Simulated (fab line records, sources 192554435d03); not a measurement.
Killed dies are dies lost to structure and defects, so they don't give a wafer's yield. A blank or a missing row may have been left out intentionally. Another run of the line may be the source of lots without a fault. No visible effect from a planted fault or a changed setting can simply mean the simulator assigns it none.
fab line records | flow n5-finfet | part 1 of 2: steps 1 to 15 of 27
[record] lots = 5 | wafers = 15 | last-day = 17
route steps=1938 shown BEOL_M0_SAQP@662
lots untouched by any fault: they come from a run of this same line in which no faults occurred
start-h: the number of hours between the record's first day and the start of the first shown wafer of the lot | wait-h: time in hours since the lot's previous step | " repeats the value in the row above | L1.1+2: several wafers, shown together as one row | - value missing, or start not given | * or withheld: withheld | < > ~ a bound
route shown NAME@n: NAME is a module with steps in the file, n the number in the route of the first one | usual: mean/standard deviation taken from wafers without a fault | same: alike in all rows | chamber/n: place in a boat | sites: readings site by site | _std_site: standard deviation of those values | _edge_site: mean of outer sites minus mean of inner sites | radius-mm: how far each site lies from the wafer's centre | mask NAME#n: copy n | behind: the most recent tool/chamber to have shaped the wafer | hold: why the lot went on hold/how many hours it stayed there/how the hold came to an end | device: whichever transistor did not switch (one of n, p or np) | end of line: tests of these same wafers at the route's end | a step given without rows: its recipe and nothing more | killed: not the wafer's yield, but the dies lost to structure and defects at the first sort | map: a wafer's dies, marking killed ones x, the rest . and places with no die _
set.NAME: the setting that was run; set.NAME@STEP: the one run at that earlier step | model.NAME: the simulator's own value behind a step, which no gauge read
a table for each step, a row for each wafer; lots at some steps of the route
services: the hour from which a tool's chamber was out of use, counted from the record's first day as start-h (under 0 if before that day), plus the number of hours and why
[[steps]]
[step N5_BEOL_M0_SAQP_RECESS_114]
[recipe] chemistry = HF/NH3 | target = SiO2 | target-depth-a = 144 | afs-cycles = 3 | temp-c = 30 | sublimation-temp-c = 180 | sublimation-time-s = 60
[usual] drypump-motor-current-A = 5.8/0.53
lot.wafer | tool          | chamber | start-h | wait-h | drypump-motor-current-A
L075.2    | vapor-etch-01 | 0       | 115.61  | 0.0    | 6.2
L075.4    | "             | 1       | "       | "      | 5.9
L075.5    | "             | 1       | "       | "      | 5.9
L078.2    | vapor-etch-01 | 1       | 142.66  | 0.0    | 5.9
L078.3    | "             | 0       | "       | "      | 6.2
L078.6    | "             | 1       | "       | "      | 5.9
L088.2    | vapor-etch-02 | 0       | 195.52  | 0.0    | 6.3
L088.3    | "             | 0       | "       | "      | 6.3
L088.5    | "             | 1       | "       | "      | 5.0
L093.2    | vapor-etch-02 | 1       | 227.18  | 0.0    | 5.0
L093.3    | "             | 0       | "       | "      | 6.4
L093.5    | "             | 1       | "       | "      | 5.0
L096.1    | vapor-etch-01 | 1       | 242.02  | 0.0    | 5.9
L096.2    | "             | 0       | "       | "      | 6.2
L096.6    | "             | 1       | "       | "      | 5.9
[step N5_BEOL_M0_SAQP_SPACER1_ALD_98]
[recipe] material = SiO2 | target-thk-a = 128 | temp-c = 300 | ald-precursor-family = BDEAS | ald-co-reactant = O2-plasma | pulse-time-s = 1 | purge-time-s = 2 | co-reactant-purge-time-s = 2 | ald-cycles = 138 | pressure-torr = 2
[usual] heater-power-w = 467/43 | precursor-pulse-height-rel = 1.000/0.022
lot.wafer | tool       | chamber | start-h | wait-h | heater-power-w | precursor-pulse-height-rel
L075.2    | ald-sin-02 | 3       | 116.54  | 0.8    | 512            | 1.032
L075.4    | "          | 2       | "       | "      | 426            | 1.003
L075.5    | "          | 1       | "       | "      | 411            | 1.001
L078.2    | ald-sin-03 | 0       | 143.04  | 0.3    | 450            | 0.994
L078.3    | "          | 1       | "       | "      | 478            | 1.033
L078.6    | "          | 0       | "       | "      | 449            | 0.985
L088.2    | ald-sin-02 | 0       | 195.99  | 0.4    | 479            | 0.998
L088.3    | "          | 2       | "       | "      | 446            | 1.006
L088.5    | "          | 1       | "       | "      | 406            | 0.972
L093.2    | ald-sin-03 | 2       | 227.90  | 0.6    | 464            | 0.999
L093.3    | "          | 0       | "       | "      | 465            | 1.057
L093.5    | "          | 3       | "       | "      | 561            | 0.993
L096.1    | ald-sin-01 | 1       | 242.40  | 0.3    | 404            | 0.983
L096.2    | "          | 2       | "       | "      | 465            | 0.986
L096.6    | "          | 1       | "       | "      | 402            | 0.983
[step N5_BEOL_M0_SAQP_SPACER1_ETCHBACK_99]
[recipe] chemistry = CHF3/O2 | mode = anisotropic-etchback | target = SiO2 | target-depth-a = 154 | time-s = 7.7 | pressure-mtorr = 30 | source-w = 650 | bias-w = 170 | Ar_flow_sccm = 200 | CHF3_flow_sccm = 50 | O2_flow_sccm = 5 | ion-energy-ev = 200
[usual] CHF3_flow_sccm = 50.02/0.16 | drypump-motor-current-A = 5.9/0.57 | oes_ar_750_au = 0.79/0.096 | oes_o_777_au = 0.79/0.095 | oes-product-au = 0.79/0.1 | rf-vpp-V = 524/6.2 | showerhead-plenum-p-Torr = 2.43/0.091 | throttle-valve-pct = 18.88/0.21
lot.wafer | tool        | chamber | start-h | wait-h | CHF3_flow_sccm | drypump-motor-current-A | oes_ar_750_au | oes_o_777_au | oes-product-au | rf-hours-counter-h | rf-vpp-V | showerhead-plenum-p-Torr | throttle-valve-pct
L075.2    | rie-diel-03 | 3       | 117.01  | 0.3    | 50.08          | 6.5                     | 0.69          | 0.69         | 0.69           | 249                | 524      | 2.28                     | 18.95
L075.4    | "           | 1       | "       | "      | 50.17          | 6.1                     | 0.74          | 0.75         | 0.75           | 129                | 533      | 2.51                     | 18.95
L075.5    | "           | 1       | "       | "      | 50.25          | 6.1                     | 0.75          | 0.75         | 0.75           | -                  | 534      | 2.51                     | 18.94
L078.2    | rie-diel-01 | 3       | 143.52  | 0.3    | 50.11          | 6.2                     | 0.78          | 0.78         | 0.81           | 94                 | 532      | 2.33                     | 18.70
L078.3    | "           | 2       | "       | "      | 50.19          | 6.6                     | 0.70          | 0.70         | 0.69           | 237                | 521      | 2.37                     | 19.23
L078.6    | "           | 2       | "       | "      | 50.19          | 6.6                     | 0.69          | 0.70         | 0.68           | -                  | 522      | 2.37                     | 19.25
L088.2    | rie-diel-04 | 2       | 196.46  | 0.3    | 50.31          | 6.1                     | 0.70          | 0.70         | 0.70           | 232                | 522      | 2.38                     | 19.05
L088.3    | "           | 1       | "       | "      | 50.04          | 5.4                     | 0.92          | 0.92         | 0.95           | 13                 | 527      | 2.47                     | 18.85
L088.5    | "           | 2       | "       | "      | 50.13          | 6.1                     | 0.70          | 0.71         | 0.70           | -                  | 524      | 2.38                     | 19.07
L093.2    | rie-diel-03 | 1       | 228.47  | 0.3    | 49.84          | 6.1                     | 0.72          | 0.73         | 0.73           | 158                | 532      | 2.50                     | 18.98
L093.3    | "           | 3       | "       | "      | 50.32          | 6.5                     | 0.88          | 0.88         | 0.88           | 28                 | 532      | 2.56                     | 18.57
L093.5    | "           | 1       | "       | "      | 49.99          | 6.1                     | 0.72          | 0.73         | 0.72           | -                  | 533      | 2.50                     | 19.00
L096.1    | rie-diel-03 | 1       | 243.07  | 0.4    | 50.02          | 6.1                     | 0.71          | 0.72         | 0.72           | 163                | 532      | 2.50                     | 19.00
L096.2    | "           | 2       | "       | "      | 50.00          | 5.5                     | 0.72          | 0.73         | 0.72           | 208                | 522      | 2.39                     | 19.07
L096.6    | "           | 0       | "       | "      | 49.69          | 5.2                     | 0.72          | 0.72         | 0.72           | -                  | 516      | 2.30                     | 18.78
[step N5_BEOL_M0_SAQP_MANDREL1_REMOVE_100]
[recipe] chemistry = HBr/Cl2/O2 | bt-time-s = 10 | target = a-Si | stop-on = SiNx | endpoint = OES-SiCl | over-etch-frac = 0.85 | icp-w = 600 | bias-w = 30 | HBr_flow_sccm = 150 | Cl2_flow_sccm = 80 | O2_flow_sccm = 5 | pressure-mtorr = 10
[usual] drypump-motor-current-A = 5.8/0.49 | oes_o_777_au = 1.004/0.029 | oes-product-au = 0.999/0.016 | throttle-valve-pct = 36.80/0.16
lot.wafer | tool      | chamber | start-h | wait-h | drypump-motor-current-A | oes_o_777_au | oes-product-au | rf-hours-counter-h | throttle-valve-pct
L075.2    | rie-si-06 | 1       | 117.10  | 0.1    | 5.6                     | 1.026        | 0.994          | 135                | 36.82
L075.4    | "         | 0       | "       | "      | 5.7                     | 1.005        | 0.998          | 33                 | 36.85
L075.5    | "         | 0       | "       | "      | 5.7                     | 0.998        | 0.982          | -                  | 36.87
L078.2    | rie-si-05 | 1       | 143.61  | 0.1    | 5.6                     | 1.002        | 0.980          | 108                | 36.63
L078.3    | "         | 2       | "       | "      | 6.0                     | 0.983        | 0.998          | 65                 | 36.91
L078.6    | "         | 0       | "       | "      | 6.2                     | 1.012        | 1.016          | -                  | 36.84
L088.2    | rie-si-05 | 1       | 196.55  | 0.1    | 5.6                     | 1.009        | 0.978          | 109                | 36.63
L088.3    | "         | 0       | "       | "      | 6.2                     | 1.010        | 1.019          | 128                | 36.83
L088.5    | "         | 3       | "       | "      | 5.2                     | 0.994        | 1.007          | -                  | 36.87
L093.2    | rie-si-02 | 2       | 228.55  | 0.1    | 6.7                     | 1.016        | 1.010          | 2                  | 37.10
L093.3    | "         | 1       | "       | "      | 5.7                     | 0.978        | 0.995          | 71                 | 36.92
L093.5    | "         | 0       | "       | "      | 5.0                     | 1.070        | 1.010          | -                  | 36.46
L096.1    | rie-si-02 | 2       | 243.15  | 0.1    | 6.7                     | 1.001        | 1.019          | 3                  | 37.11
L096.2    | "         | 3       | "       | "      | 6.5                     | 0.949        | 0.972          | 29                 | 36.86
L096.6    | "         | 2       | "       | "      | 6.7                     | 1.011        | 1.015          | -                  | 37.13
[step N5_BEOL_M0_SAQP_CD_MEAS_25]
[recipe] target-cd-nm = 13.1 | landing-energy-ev = 1000 | detector = se-inlens
[usual] cd-nm = 12.80/0.2
[same] landing-energy-ev = 1000
lot.wafer | tool      | chamber | start-h | wait-h | cd-nm
L075.2    | cd-sem-02 | 0       | 117.21  | 0.1    | 12.53
L075.4    | "         | 0       | "       | "      | 12.91
L075.5    | "         | 0       | "       | "      | 12.50
L078.2    | cd-sem-03 | 0       | 143.72  | 0.1    | 12.74
L078.3    | "         | 0       | "       | "      | 12.88
L078.6    | "         | 0       | "       | "      | 12.69
L088.2    | cd-sem-01 | 0       | 196.66  | 0.1    | 12.81
L088.3    | "         | 0       | "       | "      | 12.82
L088.5    | "         | 0       | "       | "      | 12.52
L093.2    | cd-sem-01 | 0       | 228.66  | 0.1    | 12.91
L093.3    | "         | 0       | "       | "      | 13.05
L093.5    | "         | 0       | "       | "      | 12.87
L096.1    | cd-sem-03 | 0       | 243.26  | 0.1    | 12.73
L096.2    | "         | 0       | "       | "      | 13.06
L096.6    | "         | 0       | "       | "      | 12.66
[step N5_BEOL_M0_SAQP_ETCH_101]
[recipe] chemistry = CH3F/O2 | target = SiNx | mask-material = SiO2 | target-depth-a = 299 | time-s = 42.7 | pressure-mtorr = 30 | source-w = 395 | bias-w = 73 | Ar_flow_sccm = 150 | CH3F_flow_sccm = 30 | O2_flow_sccm = 20 | ion-energy-ev = 120
[usual] drypump-motor-current-A = 5.8/0.57 | oes_ar_750_au = 0.78/0.088 | oes_o_777_au = 0.78/0.089 | oes-product-au = 0.79/0.093 | rf-vpp-V = 298/3.7 | showerhead-plenum-p-Torr = 2.02/0.081 | throttle-valve-pct = 16.33/0.2
lot.wafer | tool        | chamber | start-h | wait-h | drypump-motor-current-A | oes_ar_750_au | oes_o_777_au | oes-product-au | rf-hours-counter-h | rf-vpp-V | showerhead-plenum-p-Torr | throttle-valve-pct
L075.2    | rie-diel-03 | 1       | 117.25  | 0.0    | 6.1                     | 0.74          | 0.75         | 0.75           | 129                | 303      | 2.09                     | 16.41
L075.4    | "           | 0       | "       | "      | 5.2                     | 0.74          | 0.76         | 0.75           | 150                | 295      | 1.92                     | 16.19
L075.5    | "           | 1       | "       | "      | 6.1                     | 0.74          | 0.75         | 0.75           | -                  | 304      | 2.09                     | 16.43
L078.2    | rie-diel-04 | 0       | 144.02  | 0.3    | 5.4                     | 0.78          | 0.77         | 0.78           | 146                | 295      | 2.09                     | 16.50
L078.3    | "           | 3       | "       | "      | 6.8                     | 0.70          | 0.71         | 0.70           | 198                | 293      | 1.90                     | 16.24
L078.6    | "           | 0       | "       | "      | 5.4                     | 0.79          | 0.79         | 0.78           | -                  | 295      | 2.09                     | 16.51
L088.2    | rie-diel-03 | 3       | 196.70  | 0.0    | 6.4                     | 0.90          | 0.90         | 0.92           | 16                 | 303      | 2.13                     | 16.00
L088.3    | "           | 2       | "       | "      | 5.5                     | 0.73          | 0.73         | 0.73           | 190                | 299      | 1.99                     | 16.51
L088.5    | "           | 0       | "       | "      | 5.1                     | 0.73          | 0.74         | 0.73           | -                  | 294      | 1.91                     | 16.24
L093.2    | rie-diel-01 | 2       | 228.71  | 0.0    | 6.6                     | 0.95          | 0.94         | 0.96           | 7                  | 296      | 1.97                     | 16.29
L093.3    | "           | 3       | "       | "      | 6.2                     | 0.75          | 0.76         | 0.77           | 124                | 304      | 1.92                     | 16.20
L093.5    | "           | 1       | "       | "      | 4.7                     | 0.93          | 0.93         | 0.94           | -                  | 299      | 2.05                     | 16.29
L096.1    | rie-diel-03 | 1       | 243.30  | 0.0    | 6.1                     | 0.72          | 0.72         | 0.72           | 163                | 302      | 2.08                     | 16.47
L096.2    | "           | 0       | "       | "      | 5.1                     | 0.73          | 0.72         | 0.72           | 187                | 293      | 1.91                     | 16.27
L096.6    | "           | 3       | "       | "      | 6.4                     | 0.87          | 0.87         | 0.87           | -                  | 303      | 2.13                     | 16.04
[step N5_BEOL_M0_SAQP_ETCH_102]
[recipe] chemistry = CF4 | target = SiO2 | target-depth-a = 40 | ion-energy-ev = 350 | time-s = 4.4 | pressure-mtorr = 10 | icp-w = 800 | bias-w = 400 | cf4-flow-sccm = 80
[usual] drypump-motor-current-A = 5.8/0.5 | oes-product-au = 1.001/0.017 | throttle-valve-pct = 21.84/0.15
lot.wafer | tool      | chamber | start-h | wait-h | drypump-motor-current-A | oes-product-au | rf-hours-counter-h | throttle-valve-pct
L075.2    | rie-si-05 | 3       | 117.36  | 0.1    | 5.2                     | 0.998          | 71                 | 21.79
L075.4    | "         | 0       | "       | "      | 6.2                     | 1.007          | 126                | 21.95
L075.5    | "         | 3       | "       | "      | 5.2                     | 0.987          | -                  | 21.79
L078.2    | rie-si-06 | 0       | 144.12  | 0.1    | 5.6                     | 0.992          | 33                 | 22.06
L078.3    | "         | 3       | "       | "      | 5.6                     | 0.999          | 128                | 21.75
L078.6    | "         | 1       | "       | "      | 5.6                     | 0.995          | -                  | 21.72
L088.2    | rie-si-06 | 0       | 196.81  | 0.1    | 5.7                     | 0.994          | 35                 | 22.07
L088.3    | "         | 3       | "       | "      | 5.7                     | 1.004          | 129                | 21.74
L088.5    | "         | 3       | "       | "      | 5.7                     | 0.998          | -                  | 21.75
L093.2    | rie-si-06 | 1       | 228.81  | 0.1    | 5.6                     | 1.011          | 137                | 21.71
L093.3    | "         | 3       | "       | "      | 5.7                     | 1.003          | 129                | 21.74
L093.5    | "         | 1       | "       | "      | 5.6                     | 1.004          | -                  | 21.71
L096.1    | rie-si-05 | 3       | 243.41  | 0.1    | 5.2                     | 0.998          | 72                 | 21.78
L096.2    | "         | 0       | "       | "      | 6.2                     | 1.019          | 129                | 21.94
L096.6    | "         | 3       | "       | "      | 5.2                     | 0.996          | -                  | 21.80
[step N5_BEOL_M0_SAQP_MANDREL_ETCH_103]
[recipe] chemistry = HBr/Cl2 | target = a-Si | target-depth-a = 450 | bt-time-s = 10 | stop-on = SiCN | mask-material = SiO2 | over-etch-frac = 0.8 | time-s = 27 | pressure-mtorr = 10 | icp-w = 800 | bias-w = 75 | HBr_flow_sccm = 150 | Cl2_flow_sccm = 80 | ends = end-point
[usual] drypump-motor-current-A = 5.8/0.51 | oes-product-au = 0.681/0.011 | throttle-valve-pct = 35.54/0.16
lot.wafer | tool      | chamber | start-h | wait-h | drypump-motor-current-A | oes-product-au | rf-hours-counter-h | throttle-valve-pct
L075.2    | rie-si-05 | 3       | 117.39  | 0.0    | 5.2                     | 0.672          | 71                 | 35.62
L075.4    | "         | 0       | "       | "      | 6.2                     | 0.692          | 126                | 35.58
L075.5    | "         | 3       | "       | "      | 5.2                     | 0.673          | -                  | 35.60
L078.2    | rie-si-06 | 0       | 144.16  | 0.0    | 5.7                     | 0.671          | 33                 | 35.62
L078.3    | "         | 3       | "       | "      | 5.7                     | 0.673          | 128                | 35.44
L078.6    | "         | 1       | "       | "      | 5.6                     | 0.667          | -                  | 35.53
L088.2    | rie-si-06 | 0       | 196.84  | 0.0    | 5.7                     | 0.682          | 35                 | 35.60
L088.3    | "         | 3       | "       | "      | 5.7                     | 0.684          | 129                | 35.43
L088.5    | "         | 3       | "       | "      | 5.6                     | 0.674          | -                  | 35.43
L093.2    | rie-si-06 | 1       | 228.85  | 0.0    | 5.6                     | 0.677          | 137                | 35.51
L093.3    | "         | 3       | "       | "      | 5.7                     | 0.682          | 129                | 35.44
L093.5    | "         | 1       | "       | "      | 5.6                     | 0.680          | -                  | 35.50
L096.1    | rie-si-05 | 3       | 243.44  | 0.0    | 5.2                     | 0.674          | 72                 | 35.61
L096.2    | "         | 0       | "       | "      | 6.2                     | 0.687          | 129                | 35.59
L096.6    | "         | 3       | "       | "      | 5.2                     | 0.682          | -                  | 35.61
[step N5_BEOL_M0_SAQP_RECESS_104]
[recipe] chemistry = HF/NH3 | target = SiO2 | target-depth-a = 180 | afs-cycles = 3 | temp-c = 30 | sublimation-temp-c = 180 | sublimation-time-s = 60
[usual] drypump-motor-current-A = 5.8/0.56
lot.wafer | tool          | chamber | start-h | wait-h | drypump-motor-current-A
L075.2    | vapor-etch-02 | 1       | 117.47  | 0.1    | 5.0
L075.4    | "             | 1       | "       | "      | 5.0
L075.5    | "             | 1       | "       | "      | 5.0
L078.2    | vapor-etch-01 | 0       | 144.24  | 0.1    | 6.2
L078.3    | "             | 0       | "       | "      | 6.2
L078.6    | "             | 0       | "       | "      | 6.2
L088.2    | vapor-etch-01 | 0       | 196.92  | 0.1    | 6.1
L088.3    | "             | 0       | "       | "      | 6.2
L088.5    | "             | 0       | "       | "      | 6.2
L093.2    | vapor-etch-02 | 1       | 228.93  | 0.1    | 5.0
L093.3    | "             | 1       | "       | "      | 5.0
L093.5    | "             | 1       | "       | "      | 5.0
L096.1    | vapor-etch-02 | 0       | 243.52  | 0.1    | 6.4
L096.2    | "             | 1       | "       | "      | 5.0
L096.6    | "             | 1       | "       | "      | 5.0
[step N5_BEOL_M0_SAQP_COAT_105]
[recipe] resist = SOC | temp-c = 250 | time-s = 60 | spin-rpm = 1500 | resist-thk-nm = 100
lot.wafer  | tool           | chamber | start-h | wait-h
L075.2+4+5 | litho-track-01 | 0       | 117.86  | 0.3
L078.2+3+6 | litho-track-01 | 0       | 144.63  | 0.3
L088.2+3+5 | litho-track-04 | 0       | 197.31  | 0.3
L093.2+3+5 | litho-track-01 | 0       | 229.33  | 0.3
L096.1+2+6 | litho-track-04 | 0       | 243.90  | 0.3
[step N5_BEOL_M0_SAQP_ETCH_106]
[recipe] chemistry = N2/H2 | target = SOC | target-depth-a = 1500 | stop-on = SiNx | ion-energy-ev = 100 | bias-w = 61 | pressure-mtorr = 30 | source-w = 850 | n2-flow-sccm = 200 | h2-flow-sccm = 200
[usual] drypump-motor-current-A = 5.9/0.58 | oes-product-au = 0.78/0.1 | rf-vpp-V = 240.9/1.5 | showerhead-plenum-p-Torr = 2.56/0.11 | throttle-valve-pct = 17.76/0.24
lot.wafer | tool        | chamber | start-h | wait-h | drypump-motor-current-A | oes-product-au | rf-hours-counter-h | rf-vpp-V | showerhead-plenum-p-Torr | throttle-valve-pct
L075.2    | rie-diel-04 | 0       | 117.92  | -      | 5.4                     | 0.78           | 135                | 242.2    | 2.66                     | 17.99
L075.4    | "           | 2       | "       | "      | 6.1                     | 0.70           | 212                | 240.3    | 2.52                     | 17.99
L075.5    | "           | 1       | "       | "      | 5.4                     | 0.68           | -                  | 241.1    | 2.60                     | 17.96
L078.2    | rie-diel-01 | 3       | 144.70  | -      | 6.2                     | 0.79           | 94                 | 241.8    | 2.46                     | 17.60
L078.3    | "           | 2       | "       | "      | 6.6                     | 0.68           | 238                | 241.1    | 2.50                     | 18.20
L078.6    | "           | 2       | "       | "      | 6.6                     | 0.68           | -                  | 241.0    | 2.50                     | 18.20
L088.2    | rie-diel-01 | 0       | 197.63  | -      | 5.9                     | 0.90           | 29                 | 242.6    | 2.70                     | 17.50
L088.3    | "           | 2       | "       | "      | 6.6                     | 0.99           | 0                  | 240.5    | 2.50                     | 17.79
L088.5    | "           | 2       | "       | "      | 6.6                     | 0.98           | -                  | 240.6    | 2.50                     | 17.79
L093.2    | rie-diel-03 | 1       | 229.41  | -      | 6.1                     | 0.72           | 158                | 242.6    | 2.65                     | 17.90
L093.3    | "           | 0       | "       | "      | 5.2                     | 0.71           | 182                | 238.1    | 2.42                     | 17.69
L093.5    | "           | 1       | "       | "      | 6.1                     | 0.72           | -                  | 241.8    | 2.65                     | 17.87
L096.1    | rie-diel-03 | 0       | 243.97  | -      | 5.1                     | 0.71           | 187                | 239.0    | 2.42                     | 17.66
L096.2    | "           | 2       | "       | "      | 5.5                     | 0.71           | 208                | 240.1    | 2.51                     | 18.10
L096.6    | "           | 1       | "       | "      | 6.1                     | 0.71           | -                  | 240.9    | 2.65                     | 17.90
[step N5_BEOL_M0_SAQP_ETCH_107]
[recipe] chemistry = CH3F/O2 | target = SiNx | target-depth-a = 300 | mask-material = SOC | pressure-mtorr = 30 | source-w = 395 | bias-w = 73 | Ar_flow_sccm = 150 | CH3F_flow_sccm = 30 | O2_flow_sccm = 20 | ion-energy-ev = 120
[usual] drypump-motor-current-A = 5.9/0.58 | oes_ar_750_au = 0.79/0.1 | oes_o_777_au = 0.79/0.1 | oes-product-au = 0.79/0.11 | rf-vpp-V = 297/3.5 | showerhead-plenum-p-Torr = 2.02/0.082 | throttle-valve-pct = 16.33/0.23
lot.wafer | tool        | chamber | start-h | wait-h | drypump-motor-current-A | oes_ar_750_au | oes_o_777_au | oes-product-au | rf-hours-counter-h | rf-vpp-V | showerhead-plenum-p-Torr | throttle-valve-pct
L075.2    | rie-diel-04 | 0       | 117.98  | 0.0    | 5.4                     | 0.80          | 0.79         | 0.80           | 135                | 294      | 2.09                     | 16.49
L075.4    | "           | 2       | "       | "      | 6.1                     | 0.72          | 0.72         | 0.71           | 212                | 295      | 1.98                     | 16.52
L075.5    | "           | 1       | "       | "      | 5.4                     | 0.70          | 0.69         | 0.68           | -                  | 300      | 2.06                     | 16.67
L078.2    | rie-diel-01 | 3       | 144.76  | 0.0    | 6.2                     | 0.78          | 0.78         | 0.81           | 94                 | 302      | 1.93                     | 16.14
L078.3    | "           | 2       | "       | "      | 6.6                     | 0.69          | 0.70         | 0.69           | 238                | 298      | 1.97                     | 16.73
L078.6    | "           | 2       | "       | "      | 6.6                     | 0.69          | 0.70         | 0.68           | -                  | 297      | 1.97                     | 16.72
L088.2    | rie-diel-01 | 0       | 197.69  | 0.0    | 5.8                     | 0.91          | 0.92         | 0.93           | 29                 | 295      | 2.12                     | 16.07
L088.3    | "           | 2       | "       | "      | 6.6                     | 0.98          | 0.99         | 0.99           | 0                  | 298      | 1.97                     | 16.28
L088.5    | "           | 2       | "       | "      | 6.6                     | 0.99          | 0.99         | 0.97           | -                  | 297      | 1.97                     | 16.29
L093.2    | rie-diel-03 | 1       | 229.47  | 0.0    | 6.1                     | 0.72          | 0.72         | 0.73           | 158                | 301      | 2.08                     | 16.47
L093.3    | "           | 0       | "       | "      | 5.1                     | 0.73          | 0.73         | 0.73           | 182                | 294      | 1.91                     | 16.25
L093.5    | "           | 1       | "       | "      | 6.1                     | 0.72          | 0.73         | 0.71           | -                  | 301      | 2.08                     | 16.46
L096.1    | rie-diel-03 | 0       | 244.03  | 0.0    | 5.1                     | 0.72          | 0.73         | 0.72           | 187                | 293      | 1.91                     | 16.28
L096.2    | "           | 2       | "       | "      | 5.5                     | 0.72          | 0.71         | 0.72           | 208                | 298      | 1.98                     | 16.54
L096.6    | "           | 1       | "       | "      | 6.1                     | 0.72          | 0.72         | 0.71           | -                  | 302      | 2.08                     | 16.49
[step N5_BEOL_M0_SAQP_STRIP_108]
[recipe] chemistry = N2/H2 | power-w = 500 | temp-c = 40 | pressure-mtorr = 50 | rf-frequency-hz = 6e+07 | overash-fraction = 0.3 | bias-power-w = 28 | h2-frac = 0.5 | n2-flow-sccm = 300 | h2-flow-sccm = 300
[usual] drypump-motor-current-A = 5.9/0.59 | oes-product-au = 0.79/0.11 | rf-vpp-V = 122.0/1.1 | showerhead-plenum-p-Torr = 3.38/0.13 | throttle-valve-pct = 18.8/0.34
lot.wafer | tool        | chamber | start-h | wait-h | drypump-motor-current-A | oes-product-au | rf-hours-counter-h | rf-vpp-V | showerhead-plenum-p-Torr | throttle-valve-pct
L075.2    | rie-diel-04 | 0       | 118.02  | 0.0    | 5.4                     | 0.79           | 135                | 122.4    | 3.51                     | 19.2
L075.4    | "           | 2       | "       | "      | 6.2                     | 0.70           | 212                | 121.8    | 3.32                     | 19.2
L075.5    | "           | 1       | "       | "      | 5.4                     | 0.68           | -                  | 122.7    | 3.43                     | 18.9
L078.2    | rie-diel-01 | 3       | 144.80  | 0.0    | 6.3                     | 0.79           | 94                 | 122.0    | 3.26                     | 18.7
L078.3    | "           | 2       | "       | "      | 6.6                     | 0.67           | 238                | 120.6    | 3.31                     | 19.4
L078.6    | "           | 2       | "       | "      | 6.6                     | 0.68           | -                  | 121.8    | 3.31                     | 19.4
L088.2    | rie-diel-01 | 0       | 197.73  | 0.0    | 5.9                     | 0.93           | 29                 | 120.4    | 3.56                     | 18.4
L088.3    | "           | 2       | "       | "      | 6.6                     | 0.99           | 0                  | 121.1    | 3.30                     | 19.0
L088.5    | "           | 2       | "       | "      | 6.6                     | 0.99           | -                  | 121.1    | 3.30                     | 19.0
L093.2    | rie-diel-03 | 1       | 229.51  | 0.0    | 6.1                     | 0.72           | 158                | 123.6    | 3.50                     | 18.8
L093.3    | "           | 0       | "       | "      | 5.2                     | 0.73           | 182                | 121.1    | 3.21                     | 18.7
L093.5    | "           | 1       | "       | "      | 6.1                     | 0.73           | -                  | 122.8    | 3.50                     | 18.8
L096.1    | rie-diel-03 | 0       | 244.07  | 0.0    | 5.1                     | 0.72           | 187                | 122.0    | 3.21                     | 18.7
L096.2    | "           | 2       | "       | "      | 5.5                     | 0.72           | 208                | 121.6    | 3.32                     | 19.6
L096.6    | "           | 1       | "       | "      | 6.1                     | 0.72           | -                  | 122.2    | 3.49                     | 18.8
[step N5_BEOL_M0_SAQP_RECESS_109]
[recipe] chemistry = HF/NH3 | target = SiO2 | target-depth-a = 30 | afs-cycles = 1 | temp-c = 30 | sublimation-temp-c = 180 | sublimation-time-s = 60
[usual] drypump-motor-current-A = 5.8/0.54
lot.wafer | tool          | chamber | start-h | wait-h | drypump-motor-current-A
L075.2    | vapor-etch-01 | 0       | 118.08  | 0.0    | 6.1
L075.4    | "             | 1       | "       | "      | 5.9
L075.5    | "             | 1       | "       | "      | 5.9
L078.2    | vapor-etch-01 | 1       | 144.87  | 0.0    | 5.9
L078.3    | "             | 0       | "       | "      | 6.1
L078.6    | "             | 0       | "       | "      | 6.2
L088.2    | vapor-etch-02 | 1       | 197.79  | 0.0    | 5.0
L088.3    | "             | 1       | "       | "      | 5.0
L088.5    | "             | 0       | "       | "      | 6.3
L093.2    | vapor-etch-01 | 1       | 229.57  | 0.0    | 5.9
L093.3    | "             | 1       | "       | "      | 5.9
L093.5    | "             | 0       | "       | "      | 6.2
L096.1    | vapor-etch-01 | 1       | 244.13  | 0.0    | 5.9
L096.2    | "             | 0       | "       | "      | 6.2
L096.6    | "             | 1       | "       | "      | 5.9
[step N5_BEOL_M0_SAQP_SPACER2_ALD_26]
[recipe] material = SiO2 | target-thk-a = 150 | temp-c = 300 | ald-precursor-family = BDEAS | ald-co-reactant = O2-plasma | pulse-time-s = 1 | purge-time-s = 2 | co-reactant-purge-time-s = 2 | pressure-torr = 2
[usual] heater-power-w = 470/40 | precursor-pulse-height-rel = 0.998/0.019
lot.wafer | tool       | chamber | start-h | wait-h | heater-power-w | precursor-pulse-height-rel
L075.2    | ald-sin-03 | 2       | 118.22  | 0.1    | 458            | 0.988
L075.4    | "          | 0       | "       | "      | 470            | 0.926
L075.5    | "          | 1       | "       | "      | 487            | 1.002
L078.2    | ald-sin-02 | 2       | 145.01  | 0.1    | 449            | 1.018
L078.3    | "          | 3       | "       | "      | 500            | 0.942
L078.6    | "          | 3       | "       | "      | 489            | 1.003
L088.2    | ald-sin-03 | 1       | 197.93  | 0.1    | 474            | 0.983
L088.3    | "          | 3       | "       | "      | 567            | 1.000
L088.5    | "          | 1       | "       | "      | 478            | 0.998
L093.2    | ald-sin-01 | 3       | 230.60  | 1.0    | 511            | 1.003
L093.3    | "          | 0       | "       | "      | 476            | 0.998
L093.5    | "          | 1       | "       | "      | 400            | 1.002
L096.1    | ald-sin-02 | 0       | 244.27  | 0.1    | 480            | 1.001
L096.2    | "          | 2       | "       | "      | 446            | 0.980
L096.6    | "          | 3       | "       | "      | 516            | 1.004
